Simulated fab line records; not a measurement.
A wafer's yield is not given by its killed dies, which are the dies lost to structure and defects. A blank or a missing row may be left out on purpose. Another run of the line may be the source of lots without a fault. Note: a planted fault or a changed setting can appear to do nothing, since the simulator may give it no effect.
What tool caused it? / flow n5_finfet / 33 wafers sampled from 11 lots at 1 step of a route of 1938

WHAT EACH GAUGE READ, for each wafer
N5_BEOL_M15_OVL_MEAS_29.
lot=L259; measured=day 14 06:04; on=overlay-01; M15_OVL (nm)=6 3 4
lot=L261; measured=day 15 04:41; on=overlay-02; M15_OVL (nm)=-4 -1 -1
lot=L263; measured=day 15 09:57; on=overlay-02; M15_OVL (nm)=5 10 12
lot=L266; measured=day 16 05:07; on=overlay-02; M15_OVL (nm)=14 16 12
lot=L264; measured=day 16 11:13; on=overlay-02; M15_OVL (nm)=4 9 7
lot=L267; measured=day 16 11:46; on=overlay-02; M15_OVL (nm)=15 5 7
lot=L268; measured=day 17 06:42; on=overlay-02; M15_OVL (nm)=5 1 4
lot=L269; measured=day 17 07:36; on=overlay-01; M15_OVL (nm)=7 3 11
lot=L270; measured=day 17 22:22; on=overlay-01; M15_OVL (nm)=10 12 15
lot=L272; measured=day 18 03:31; on=overlay-02; M15_OVL (nm)=19 11 11
lot=L276; measured=day 19 10:12; on=overlay-01; M15_OVL (nm)=5 4 -4

WHAT TOOL EACH LOT RAN ON (gives the tool, then ch and the chambers of the sampled wafers, and finally the start)
The record holds no process step before these readings.

THE ANSWER, worked out from the rows above alone
Rule: the lots themselves supply what counts as usual. The widest of any qualifying gaps counts: lots, ordered by their means at a reading, are off when they make up no more than a third of the lots, leave a main group of 4 or more, and stand apart from it by 3 or more times the standard deviation of that group's means. Not used: any main group whose means are identical at the precision the tables above print for the reading. A lot without any number at a reading at which 4 lots or more have one is off too. The other lots that the step has rows for count as sound.
None of the lots is off at any reading shown; this tells nothing.

WHAT WAS PUT IN BY THE SIMULATOR
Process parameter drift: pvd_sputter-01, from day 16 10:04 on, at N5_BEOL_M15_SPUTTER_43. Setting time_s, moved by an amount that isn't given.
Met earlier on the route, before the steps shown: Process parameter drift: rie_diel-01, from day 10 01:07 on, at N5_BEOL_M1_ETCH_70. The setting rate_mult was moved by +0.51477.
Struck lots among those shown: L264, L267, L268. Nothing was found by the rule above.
